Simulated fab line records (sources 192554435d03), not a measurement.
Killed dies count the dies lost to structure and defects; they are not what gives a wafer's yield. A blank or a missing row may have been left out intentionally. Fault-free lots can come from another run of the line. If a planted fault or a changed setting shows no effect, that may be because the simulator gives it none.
Split-lot experiment ; flow n5Finfet ; 7 lots, 39 wafers read, on a route of 1938 steps

== ABOUT THE SPLIT ==
At N5_SD_EPI_N_ETCH_16 (etches SiO2 in CHF3/O2, target depth 5 nm), the setting targetDepthA was moved away from the recipe's 50 angstrom on 12 of the 39 wafers read, by -43.9% to +51.6%. This setting was run at the recipe's value on the other wafers.

Reading taken at the split's own step.

== THE READING ==
etch.depthNm (the simulator's own value, which no gauge read), in nm, at N5_SD_EPI_N_ETCH_16 (etches SiO2 in CHF3/O2, target depth 5 nm). No usual value for it is given in the file. Across the 27 wafers here that went through the recipe, the average is 4.969 nm and the standard deviation 0.089 nm.

wafer;tool, chamber at the split;targetDepthA as run, angstrom;against the recipe;etch.depthNm, nm;against lot-mates on the recipe
L077.1;rieDiel-03, 0,1;50;recipe;4.943;-
L077.2;rieDiel-03, 0,1;50;recipe;4.943;-
L077.3;rieDiel-03, 2;50;recipe;5.042;-
L077.4;rieDiel-03, 0;50;recipe;4.911;-
L077.5;rieDiel-03, 1;50;recipe;4.964;-
L077.6;rieDiel-03, 2;50;recipe;4.982;-
L080.1;rieDiel-03, 2;50;recipe;4.98;-
L080.2;rieDiel-03, 1;50;recipe;4.916;-
L080.3;rieDiel-03, 0;50;recipe;4.949;-
L080.4;rieDiel-03, 0;50;recipe;4.895;-
L080.5;rieDiel-03, 2;50;recipe;4.957;-
L080.6;rieDiel-03, 1;50;recipe;4.91;-
L084.1;rieDiel-01, 1;50;recipe;5.125;-
L084.2;rieDiel-01, 2;50;recipe;4.961;-
L084.3;rieDiel-01, 0;28.06;-43.9%;2.752;-2.222
L084.4;rieDiel-01, 3;28.06;-43.9%;2.724;-2.250
L084.5;rieDiel-01, 3;50;recipe;4.835;-
L084.6;rieDiel-01, 0;28.06;-43.9%;2.767;-2.207
L085.1;rieDiel-01, 0;50;recipe;4.982;-
L085.5;rieDiel-01, 0;50;recipe;4.945;-
L085.6;rieDiel-01, 1;50;recipe;5.183;-
L087.1;rieDiel-05, 2;30.21;-39.6%;2.965;-1.930
L087.2;rieDiel-05, 1;50;recipe;4.765;-
L087.3;rieDiel-05, 3;50;recipe;4.973;-
L087.4;rieDiel-05, 0;50;recipe;4.948;-
L087.5;rieDiel-05, 1;30.21;-39.6%;2.852;-2.043
L087.6;rieDiel-05, 0;30.21;-39.6%;3.001;-1.894
L092.1;rieDiel-01, 2;63.42;+26.8%;6.364;+1.388
L092.2;rieDiel-01, 0;50;recipe;4.919;-
L092.3;rieDiel-01, 3;50;recipe;4.924;-
L092.4;rieDiel-01, 1;50;recipe;5.086;-
L092.5;rieDiel-01, 2;63.42;+26.8%;6.353;+1.377
L092.6;rieDiel-01, 3;63.42;+26.8%;6.253;+1.277
L093.1;rieDiel-01, 2;75.79;+51.6%;7.687;+2.643
L093.2;rieDiel-01, 1;50;recipe;5.162;-
L093.3;rieDiel-01, 3;50;recipe;4.955;-
L093.4;rieDiel-01, 0;75.79;+51.6%;7.563;+2.519
L093.5;rieDiel-01, 3;75.79;+51.6%;7.554;+2.510
L093.6;rieDiel-01, 0;50;recipe;5.016;-
Where a row lists several chambers, the file gives one row for several wafers and doesn't say which wafer went through which chamber.

FIT RESULTS
A straight line over all 39 wafers: etch.depthNm changes by +0.0509 nm for each +1% of targetDepthA; r = +1.00; the points scatter about the line by 0.081 nm.
The same after taking each lot's own level away (the mean of its wafers on the recipe; 39 wafers): +0.0499 nm for each +1%; r = +1.00; scatter 0.072 nm.
According to that fit, moving targetDepthA by its largest amount changes the reading by 2.6 nm.
From 4.8953 to 5.0443 nm: that is the span of the lots' own levels, equal to 1.7 times the standard deviation above.
The two slopes are in agreement: the lot-to-lot level therefore moves the slope only a little.
Check: with one of the wafers moved furthest among these (+51.6%) left out of the fit, the line predicts +2.56 nm for it against its lot-mates. Against them it came out at +2.64 nm.

== OTHER SPLITS ON THESE WAFERS ==
Other splits were also applied to these wafers ahead of the reading. Each is held against what the fit with the lots' levels taken away leaves over:
other split on the same wafers;wafers away from the commonest value;r with etch.depthNm (lot level and that fit taken away)
N5_ZERO_LAYER_DEVELOP_10 developTimeS;18;-0.01

== THE FILE'S OWN FIT ==
etch.depthNm changes by +0.0499 nm for each +1% of targetDepthA, r = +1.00.
